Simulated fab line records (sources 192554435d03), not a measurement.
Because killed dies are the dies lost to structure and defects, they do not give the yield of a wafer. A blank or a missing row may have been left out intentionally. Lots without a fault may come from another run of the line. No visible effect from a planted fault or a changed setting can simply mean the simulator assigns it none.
Comparing a struck lot with a sound one | flow n5Finfet | 36 out of 1938 route steps
Sound: the wafers L854.2, L854.3, L854.5. The struck wafers were L850.1, L850.2, L850.5. The cause is given at the end.
For every step that has rows: the tool of each side, followed by ch and its chambers, followed by its first start. Under that, the readings that differ: sound wafers | struck wafers | difference of the means | sigmas: that difference in standard deviations of wafers without a fault.
alike: readings whose means differ by less than 2 such deviations, and words and numbers that are the same on both sides. not compared: withheld readings, readings that some wafer has no value for, bounds like >300 that may hide the same value, and numbers for which the record gives no deviation and whose values overlap.
Wherever a step has rows on one side only, a row that says differs or no value, or a row with sigmas, the two part there. Numbers that have no deviation but don't overlap get no sigmas and don't part them. Lack of a reading on every wafer of one side parts them only where that side has two or more wafers.

first, 9 steps without rows for these wafers: N5_BEOL_M4_ANNEAL_95 (time 240 s); N5_BEOL_M4_SPUTTER_96 (material Cu, target thk 4.5 nm, time 8.29 s); N5_BEOL_M4_ECD_50 (material Cu, target thk 300 nm); N5_BEOL_M4_ANNEAL_51 (time 90 s); N5_BEOL_M4_CMP_52 (polishes, stops on SiOC, t overpolish 6.8 s, target thk 40 nm); N5_BEOL_M4_PRE_CLEAN_60 (time 15 s); N5_BEOL_M4_CO_CAP_55 (material Co, precursor CCTBA/H2, target thk 2 nm, time 102.1 s); N5_BEOL_M4_PRE_CLEAN_56 (time 15 s); N5_BEOL_M4_DEP_57 (deposits SiCN from 3MS/NH3, target thk 8 nm, time 14 s).
N5_BEOL_M4_RC_MEAS_101:
  sound on prober-01 ch 0, day 15 13:35; struck on prober-01 ch 0, day 14 05:13
  alike: DIBL_N, DIBL_P, IOFF_N, IOFF_P, ION_N, ION_P, SS_N, SS_P, VT_N, VT_P
then, 24 steps without rows for these wafers: N5_BEOL_M5_ILD_DEP_00 (deposits SiCOH lowk from DEMS/porogen, target thk 140.64 nm, time 25.9 s); N5_BEOL_M5_CURE_79 (cures SiCOH lowk, time 240 s); N5_BEOL_M5_PECVD_70 (deposits SiO2 from TEOS/O2, target thk 16 nm, time 18 s); N5_BEOL_M5_HM_DEP_02 (deposits TiN, target thk 20 nm); N5_BEOL_M5_COAT_59 (time 60 s, resist thk 60 nm); N5_BEOL_M5_COAT_60 (time 60 s, resist thk 12 nm); N5_BEOL_M5_COAT_71 (time 60 s, resist thk 5 nm); N5_BEOL_M5_COAT_05 (resist thk 30 nm); N5_BEOL_M5_EBR_07; N5_BEOL_M5_SOFTBAKE_06 (time 60 s); N5_BEOL_M5_EXPOSE_08 (exposes mask M5, target cd 28 nm); N5_BEOL_M5_PEB_09 (peb time 60 s); N5_BEOL_M5_DEVELOP_10 (develop time 30 s); N5_BEOL_M5_DESCUM_16 (chemistry O2, time 7 s); N5_BEOL_M5_ETCH_72 (etches underlayer in N2/H2, target depth 6.5 nm, time 5.2 s); N5_BEOL_M5_ETCH_61 (etches SiARC in CF4, target depth 15.6 nm, time 26 s); N5_BEOL_M5_ETCH_62 (etches SOC in N2/H2, target depth 75 nm, overetch 15 nm, time 112.5 s); N5_BEOL_M5_STRIP_63 (strips in N2/H2); N5_BEOL_M5_STRIP_73 (strips in N2/H2); N5_BEOL_M5_STRIP_64 (strips in CF4); N5_BEOL_M5_HM_OPEN_17 (chemistry Cl2/BCl3, target TiN, target depth 20 nm, overetch 6 nm); N5_BEOL_M5_STRIP_19 (strips in O2); N5_BEOL_M5_COAT_65 (time 60 s, resist thk 60 nm); N5_BEOL_M5_COAT_66 (time 60 s, resist thk 12 nm).
-- record jumps: 3 days separate the struck wafers' starts on either side; left off in module BEOL_M5, taken up again in module BEOL_M11, whose first shown step is the route's number 1599 --
N5_BEOL_M11_DEP_56: deposits SiCN from 3MS/NH3, target thk 30 nm, time 10.5 s.
  sound on pecvd-02 ch 0,1, day 18 14:23; struck on pecvd-02 ch 0,1,2, day 17 04:11
  no value came back on the struck wafers for chamberPressureTorr (Torr), rfFwdPowerW (W), showerheadPlenumPTorr (Torr), throttleValvePct (%); on the sound wafers chamberPressureTorr (Torr) reads 2.994 2.992 2.992
-- here the record skips 2 days between the struck wafers' starts before and after, leaving off in module BEOL_M11 and picking up in module PASSIVATION (first step shown: number 1936 of the route) --
N5_PASSIVATION_PROBE_49:
  sound on prober-01 at day 20 22:15; struck on prober-01 at day 19 07:03
reading                 | sound          | struck         | difference | sigmas
defectLimitedYield (%)  | 92.2 91.7 92.5 | 0 0 0          | -92        | -61
killed_at_M4_up         | 16 9 15        | 1096 1101 1109 | +1089      | +99 or more
killedDies              | 92 98 89       | 1180 1180 1180 | +1087      | +60
killedOnRim             | 12 6 10        | 152 152 152    | +143       | +35
sort_bin_5_function (%) | 4.9 4.9 5.2    | 96.1 97.3 96.9 | +91.8      | +92
sortNPass               | 1088 1082 1091 | 0 0 0          | -1087      | -60
sortYieldPct (%)        | 92.2 91.7 92.5 | 0 0 0          | -92        | -61
  alike: killed_at_M0_to_M3, killedAtContacts, killedAtFrontEnd, killedAtOther, killedOpen, killedShort, sort_bin_6_memory

WHERE THEY PART
Last at N5_PASSIVATION_PROBE_49 as far as this record goes, first at N5_BEOL_M11_DEP_56.

WHY: what the simulator had put in
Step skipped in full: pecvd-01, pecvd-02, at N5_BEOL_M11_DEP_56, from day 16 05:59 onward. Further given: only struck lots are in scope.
